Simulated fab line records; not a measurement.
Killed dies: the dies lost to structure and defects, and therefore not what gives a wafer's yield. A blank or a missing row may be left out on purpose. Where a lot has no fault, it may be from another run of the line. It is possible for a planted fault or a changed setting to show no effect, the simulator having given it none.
A struck lot beside a sound one -- flow nand_harc -- 41 steps out of a route of 1302
Sound: these wafers, L846.1, L846.3, L846.6. Struck: wafer L861.3 (left out: L861.4, L861.6 of the same lot, which were not struck); the cause appears at the end.
Per side, at each step with rows, come the tool, then ch with its chambers, and then its first start. Under that, the readings that differ: sound wafers -- struck wafers -- difference of the means -- sigmas: that difference in standard deviations of wafers without a fault.
alike: a reading whose means differ by less than 2 such deviations, as well as words and numbers matching on both sides. not compared: withheld readings; readings where some wafer has no value; bounds like >300 that might hide an equal value; numbers whose values overlap and for which the record gives no deviation.
A row with sigmas, a row that says differs or no value, or rows on one side alone: a step with any of these is where the two part. Numbers that don't overlap but have no deviation are shown without sigmas and don't part them. A reading that every wafer of one side lacks parts them only if that side has two wafers or more.

NHARC_A_M1_INSPECT_11:
  sound on defect_inspect-02, day 23 17:02; struck on defect_inspect-01, day 29 03:55
  alike: raw_defect_count
then, 1 step without rows for these wafers: NHARC_A_M1_DESCUM_14 (chemistry O2, time 3 s).
NHARC_A_M1_ETCH_35: etches the open film in N2/H2, target depth 40 nm, overetch 12 nm, time 43.94 s.
  sound on rie_diel-11 ch 0,3, day 23 17:11; struck on rie_diel-11 ch 2, day 29 04:04
  alike: drypump_motor_current_A, oes_product_au, rf_fwd_power_W, rf_vpp_V, showerhead_plenum_p_Torr, throttle_valve_pct
  not compared: rf_hours_counter_h
then, 1 step without rows for these wafers: NHARC_A_M1_ETCH_15 (etches the open film in C4F8/Ar, target depth 182.5 nm, time 91.2 s).
NHARC_A_M1_CD_MEAS_16:
  sound on cd_sem-03, day 23 17:24; struck on cd_sem-03, day 29 04:17
  alike: cd_nm
then, 4 steps without rows for these wafers: NHARC_A_M1_STRIP_18 (strips in N2/H2); NHARC_A_M1_ETCH_28 (etches the open film in CF4/N2, target depth 30 nm, time 72.99 s); NHARC_A_M1_STRIP_19 (strips in post etch residue remover, time 600 s); NHARC_A_M1_DEGAS_29 (time 60 s).
NHARC_A_M1_PRE_CLEAN_30: time 30 s.
  sound on pvd_sputter-02; struck on pvd_sputter-02
  alike: heater_power_w
then, 2 steps without rows for these wafers: NHARC_A_M1_PVD_20 (deposits TaN, target thk 5 nm, time 8.06 s); NHARC_A_M1_PVD_21 (deposits Cu, target thk 30 nm, time 20.49 s).
NHARC_A_M1_ECD_22: material Cu, target thk 400 nm.
  sound on ecd_cu-01 ch 1, day 23 18:31; struck on ecd_cu-02 ch 0,1, day 29 05:27
then, 2 steps without rows for these wafers: NHARC_A_M1_ANNEAL_31 (time 90 s); NHARC_A_M1_CMP_23 (polishes, t overpolish 20 s, target thk 154.34 nm).
NHARC_A_M1_THK_MEAS_24: measures by xrf.
  sound on film_metro-02, day 23 19:31; struck on film_metro-02, day 29 06:23
  alike: thk_nm
then, 4 steps without rows for these wafers: NHARC_A_M1_SRD_25; NHARC_A_M1_PRE_CLEAN_32 (time 12 s); NHARC_A_M1_DEP_33 (deposits SiCN, target thk 30 nm); NHARC_A_BONDPAD_DEP_00 (deposits SiCN, target thk 250 nm).
NHARC_A_BONDPAD_CMP_29: polishes SiCN, target thk 200 nm.
  sound on cmp-01 ch 0,1,2, day 23 20:48; struck on cmp-02 ch 3, day 29 07:40
  alike: motor_current_A
NHARC_A_BONDPAD_THK_MEAS_30: measures by ellipsometry.
  sound on film_metro-01, day 23 21:01; struck on film_metro-01, day 29 07:55
  alike: thk_nm
then, 10 steps without rows for these wafers: NHARC_A_BONDPAD_SRD_31; NHARC_A_BONDPAD_DEHYDRATE_01 (time 120 s); NHARC_A_BONDPAD_HMDS_02 (time 30 s); NHARC_A_BONDPAD_COAT_33 (time 65 s); NHARC_A_BONDPAD_COAT_03 (resist thk 600 nm); NHARC_A_BONDPAD_SOFTBAKE_04 (time 70 s); NHARC_A_BONDPAD_EBR_05; NHARC_A_BONDPAD_EXPOSE_06 (exposes mask A BPAD); NHARC_A_BONDPAD_PEB_07 (peb time 80 s); NHARC_A_BONDPAD_DEVELOP_08 (time 50 s).
NHARC_A_BONDPAD_CD_MEAS_09: the cd target is 500 nm.
  sound on cd_sem-01 ch 0, day 23 21:28; struck on cd_sem-03 ch 0, day 29 08:29
reading,sound,struck,difference,sigmas
cd_nm (nm),497.5 499.4 500.3,504.8,+5.7,+2
NHARC_A_BONDPAD_OVL_MEAS_35:
  sound on overlay-01, day 23 21:33; struck on overlay-02, day 29 08:34
reading,sound,struck,difference,sigmas
overlay_y_nm (nm),7 7 7,-5,-12,-2
  alike: overlay_x_nm
then, 2 steps without rows for these wafers: NHARC_A_BONDPAD_HARDBAKE_10 (time 65 s); NHARC_A_BONDPAD_DESCUM_11 (chemistry O2, time 3 s).
NHARC_A_BONDPAD_ETCH_34: etches the open film in N2/H2, target depth 60 nm, overetch 18 nm, time 65.91 s.
  sound on rie_diel-01 ch 1,3, day 23 21:46; struck on rie_diel-06 ch 3, day 29 08:46
  alike: drypump_motor_current_A, oes_product_au, rf_fwd_power_W, rf_vpp_V, showerhead_plenum_p_Torr, throttle_valve_pct
  not compared: rf_hours_counter_h
then, 1 step without rows for these wafers: NHARC_A_BONDPAD_ETCH_12 (etches the open film in CHF3/O2, target depth 220 nm, time 110 s).
NHARC_A_BONDPAD_CD_MEAS_13:
  sound on cd_sem-02, day 23 22:00; struck on cd_sem-02, day 29 09:02
  alike: cd_nm
NHARC_A_BONDPAD_STRIP_15: strips in O2.
  sound on rie_diel-06 ch 1,3, day 23 22:05; struck on rie_diel-06 ch 3, day 29 09:08
  alike: drypump_motor_current_A, oes_product_au, rf_vpp_V, showerhead_plenum_p_Torr, throttle_valve_pct
  not compared: rf_hours_counter_h
NHARC_END_SORT_01:
  the record has rows for the struck wafers here (prober-02 ch 0, day 30 17:26) and none for the sound ones

== WHERE THEY PART ==
At NHARC_A_BONDPAD_CD_MEAS_09 first; at NHARC_END_SORT_01 last (within this record only).

WHY: what the simulator had put in
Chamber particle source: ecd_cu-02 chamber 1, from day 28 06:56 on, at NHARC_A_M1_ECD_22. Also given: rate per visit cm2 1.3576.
